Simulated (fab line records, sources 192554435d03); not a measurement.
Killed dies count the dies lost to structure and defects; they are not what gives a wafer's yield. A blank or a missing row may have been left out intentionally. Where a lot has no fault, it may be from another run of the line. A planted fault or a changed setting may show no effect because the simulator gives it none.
Struck lot and sound lot, side by side | flow n5 finfet | 15 steps out of a route of 1938
Sound: wafers L204.2, L204.3, L204.6. Struck: wafers L197.1, L197.5 (left out: L197.4, a lot-mate that was not struck); the cause follows at the end.
For every step that has rows: the tool of each side, followed by ch and its chambers, followed by its first start. Under that, the readings that differ: sound wafers | struck wafers | difference of the means | sigmas: that difference in standard deviations of wafers without a fault.
alike: words and numbers the same on both sides, and readings whose means are apart by under 2 such deviations; not compared: readings that were withheld, readings missing a value for some wafer, numbers with overlapping values and no deviation given by the record, and bounds like >300 which may hide the same value.
The two part at a step that has a row with sigmas, a row that says differs or no value, or rows on one side only. Numbers that don't overlap but have no deviation are shown without sigmas and don't part them. A reading that every wafer of one side lacks parts them only if that side has two wafers or more.

N5_GATE_CUT_INSPECT_15: inspects for defects (brightfield).
  sound on defect inspect-02, day 8 10:06; struck on defect inspect-02, day 6 14:35
  alike: raw defect count
N5_GATE_CUT_DESCUM_18: chemistry O2, time 7 s.
  sound on rie diel-01 ch 0,1,3, day 8 10:10; struck on rie diel-05 ch 2, day 6 14:37
  alike: drypump motor current A, oes product au, rf fwd power W, rf vpp V, showerhead plenum p Torr, throttle valve pct
  not compared: rf hours counter h
then, 5 steps without rows for these wafers: N5_GATE_CUT_ETCH_28 (etches underlayer in N2/H2, target depth 13 nm, time 10.4 s); N5_GATE_CUT_ETCH_36 (etches SiARC in CF4, target depth 13 nm, time 21.7 s); N5_GATE_CUT_ETCH_37 (etches SOC in N2/H2, target depth 60 nm, overetch 12 nm, time 90 s); N5_GATE_CUT_STRIP_38 (strips in N2/H2); N5_GATE_CUT_STRIP_39 (strips in N2/H2).
N5_GATE_CUT_HM_OPEN_40: chemistry C4F6/O2, target SiO2, target depth 139 nm, time 85.1 s.
  sound on rie diel-01 ch 0,1,3, day 8 10:19; struck on rie diel-05 ch 2, day 6 14:47
  alike: C4F6_flow_sccm, drypump motor current A, etch rf on time s, oes product au, rf fwd power W, rf vpp V, showerhead plenum p Torr, throttle valve pct
  not compared: rf hours counter h
N5_GATE_CUT_STRIP_41: strips in CF4.
  sound on rie diel-01 ch 0,1,3, day 8 10:23; struck on rie diel-05 ch 2, day 6 14:50
  alike: drypump motor current A, oes product au, rf fwd power W, rf vpp V, showerhead plenum p Torr, throttle valve pct
  not compared: rf hours counter h
N5_GATE_CUT_STRIP_42: strips in O2.
  sound on rie diel-01 ch 0,1,3, day 8 10:24; struck on rie diel-05 ch 2, day 6 14:52
  alike: drypump motor current A, oes product au, rf vpp V, showerhead plenum p Torr, throttle valve pct
  not compared: rf hours counter h
then, 2 steps without rows for these wafers: N5_GATE_CUT_ETCH_19 (etches SiNx in CH3F/O2, target depth 53.7 nm, time 76.7 s); N5_GATE_CUT_CUT_ETCH_53 (etches W in SF6/Cl2, target depth 79.2 nm).
N5_GATE_CUT_CUT_ETCH_54: etches TiN in Cl2/BCl3, target depth 96.7 nm.
  sound on rie metal-03 ch 1, day 8 10:37; struck on rie metal-02 ch 1, day 6 15:04
  reading                     | sound             | struck      | difference | sigmas
  drypump motor current A (A) | 5.5 5.4 5.5       | 6.4 6.4     | +0.9       | +2
  etch rf on time s (s)       | 37.3 37.4 37.1    | 25.5 25.3   | -11.9      | -9
  throttle valve pct (%)      | 22.77 22.79 22.79 | 21.78 21.78 | -1.00      | -4
  alike: oes product au, rf fwd power W
  not compared: rf hours counter h
N5_GATE_CUT_CUT_ETCH_55: etches HfO2 in BCl3, target depth 3.2 nm.
  sound on rie metal-03 ch 1, day 8 10:40; struck on rie metal-02 ch 1, day 6 15:08
  reading                     | sound          | struck    | difference | sigmas
  drypump motor current A (A) | 5.5 5.5 5.5    | 6.4 6.4   | +0.9       | +2
  throttle valve pct (%)      | 34.1 34.1 34.1 | 32.5 32.5 | -1.6       | -3
  alike: oes product au, rf fwd power W
  not compared: rf hours counter h
-- a jump in the record: the struck wafers' starts before and after are 8 days apart (it breaks off in module GATE_CUT and resumes in module PASSIVATION, where the first step shown is number 1936 of the route) --
N5_PASSIVATION_PROBE_49:
  sound on prober-01, day 16 14:46; struck on prober-02, day 14 13:02
  alike: killed_at_M0_to_M3, killed_at_M4_up, killed at contacts, killed at front end, killed at other, killed dies, killed on rim, killed open, killed short

WHERE THEY PART
At N5_GATE_CUT_CUT_ETCH_54 first; at N5_GATE_CUT_CUT_ETCH_55 last (within this record only). Later steps at which nothing parts them and some readings are alike: N5_PASSIVATION_PROBE_49.

WHY: whatever the simulator had introduced
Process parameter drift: rie metal-02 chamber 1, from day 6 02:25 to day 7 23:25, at N5_GATE_CUT_CUT_ETCH_54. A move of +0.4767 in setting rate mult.
